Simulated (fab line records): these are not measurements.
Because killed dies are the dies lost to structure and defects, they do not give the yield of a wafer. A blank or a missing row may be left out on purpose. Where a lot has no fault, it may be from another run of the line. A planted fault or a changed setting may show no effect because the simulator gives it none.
Matching of chambers || flow nandHarc || NHARC_A_STAIRCASE_CMP_450 on cmp-03: 4 sister chambers
The step polishes SiO2, target thk 200 nm. 16 wafers are shown with their chamber, then 8 later ones without.

## WAFERS PAIRED WITH THEIR CHAMBERS
{"wafer": "L189.4", "chamber": 3, "motorCurrentA (A)": 11.4}
{"wafer": "L189.5", "chamber": 1, "motorCurrentA (A)": 11.2}
{"wafer": "L189.6", "chamber": 0, "motorCurrentA (A)": 14.1}
{"wafer": "L195.2", "chamber": 2, "motorCurrentA (A)": 12.3}
{"wafer": "L195.3", "chamber": 1, "motorCurrentA (A)": 10.9}
{"wafer": "L195.6", "chamber": 1, "motorCurrentA (A)": 10.7}
{"wafer": "L193.2", "chamber": 2, "motorCurrentA (A)": 12.8}
{"wafer": "L193.3", "chamber": 3, "motorCurrentA (A)": 12.2}
{"wafer": "L193.4", "chamber": 1, "motorCurrentA (A)": 11.2}
{"wafer": "L196.2", "chamber": 3, "motorCurrentA (A)": 11.4}
{"wafer": "L196.3", "chamber": 2, "motorCurrentA (A)": 11.9}
{"wafer": "L196.4", "chamber": 0, "motorCurrentA (A)": 14.8}
{"wafer": "L197.1", "chamber": 2, "motorCurrentA (A)": 12.4}
{"wafer": "L197.5", "chamber": 1, "motorCurrentA (A)": 10.6}
{"wafer": "L197.6", "chamber": 2, "motorCurrentA (A)": 12.4}
{"wafer": "L201.1", "chamber": 3, "motorCurrentA (A)": 11.8}

SIGNATURES (means of the wafers above)
{"reading": "motorCurrentA", "chamber 0": 14.450, "chamber 1": 10.920, "chamber 2": 12.360, "chamber 3": 11.700, "scatter within a chamber": 0.342}
Rule: for each reading, subtract the chamber's mean from the wafer's reading, divide by that reading's scatter and square the result; add these up over the readings and take the root, which gives the wafer's distance from the chamber. If the next closest chamber is less than 2 further off than the closest, the wafer can't be placed; otherwise it belongs to the closest. The scatter is the square root of a quotient: the sum, over the shown wafers, of each reading's squared deviation from its chamber's mean, divided by wafers minus chambers.

## WAFERS MISSING THEIR CHAMBER
{"wafer": "L201.2", "motorCurrentA (A)": 11.3}
{"wafer": "L201.4", "motorCurrentA (A)": 15.1}
{"wafer": "L200.1", "motorCurrentA (A)": 12.6}
{"wafer": "L200.4", "motorCurrentA (A)": 12.9}
{"wafer": "L200.6", "motorCurrentA (A)": 12.6}
{"wafer": "L204.1", "motorCurrentA (A)": 10.9}
{"wafer": "L204.4", "motorCurrentA (A)": 12.9}
{"wafer": "L204.5", "motorCurrentA (A)": 12.1}

## WHICH CHAMBER EACH WENT THROUGH
{"wafer": "L201.2", "from the rows above": "can't be placed: 1 or 3 or 2", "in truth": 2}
{"wafer": "L201.4", "from the rows above": 0, "in truth": 0}
{"wafer": "L200.1", "from the rows above": "can't be placed: 2 or 3", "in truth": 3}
{"wafer": "L200.4", "from the rows above": "can't be placed: 2 or 3", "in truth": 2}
{"wafer": "L200.6", "from the rows above": "can't be placed: 2 or 3", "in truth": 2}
{"wafer": "L204.1", "from the rows above": 1, "in truth": 1}
{"wafer": "L204.4", "from the rows above": "can't be placed: 2 or 3", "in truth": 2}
{"wafer": "L204.5", "from the rows above": "can't be placed: 2 or 3", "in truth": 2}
Placed correctly: 2 of 8. Can't be placed from these rows: 6 (the true chamber is among the candidates in 6). Number placed wrongly: 0.
